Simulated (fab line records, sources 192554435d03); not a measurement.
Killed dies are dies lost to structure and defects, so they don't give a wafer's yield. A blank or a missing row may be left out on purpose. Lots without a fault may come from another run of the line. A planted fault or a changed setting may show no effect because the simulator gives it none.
Chamber matching | flow n5_finfet | N5_STI_FIN_REVEAL_ALD_00 on ald_sin-01: 3 sister chambers
The step deposits SiO2, target thk 1 nm, pulse time 1 s. 6 wafers are shown with their chamber, then 6 later ones without.

WAFERS WITH THEIR CHAMBER
wafer  | chamber | heater_power_w (W) | precursor_pulse_height_rel
L082.2 | 3       | 450                | 0.992
L082.6 | 2       | 479                | 1.014
L087.4 | 3       | 437                | 1.003
L087.5 | 0       | 538                | 0.994
L090.4 | 0       | 547                | 1.021
L090.5 | 2       | 474                | 1.012

WAFERS WITHOUT THEIR CHAMBER
wafer  | heater_power_w (W) | precursor_pulse_height_rel
L093.1 | 442                | 1.017
L093.5 | 437                | 1.027
L093.6 | 488                | 1.008
L094.2 | 436                | 0.985
L094.4 | 548                | 0.950
L094.6 | 435                | 0.981

WHICH CHAMBER EACH WENT THROUGH
wafer  | from the rows above | in truth
L093.1 | 3                   | 3
L093.5 | 3                   | 3
L093.6 | 2                   | 2
L094.2 | 3                   | 3
L094.4 | 0                   | 0
L094.6 | 3                   | 3
Placed correctly: 6 of 6. Can't be placed from these rows: 0. Placed wrongly: 0.
How it was worked out, from the rows above alone: a wafer's distance from a chamber is the root of the sum, over the readings, of the square of ((its reading less the chamber's mean) divided by the reading's scatter). The wafer belongs to the nearest chamber; if the next one is less than 2 further off, it can't be placed. A chamber's mean is the mean of its shown wafers. The scatter: the root of (the sum of the squares of (reading less its chamber's mean) over the shown wafers, divided by (wafers less chambers)).
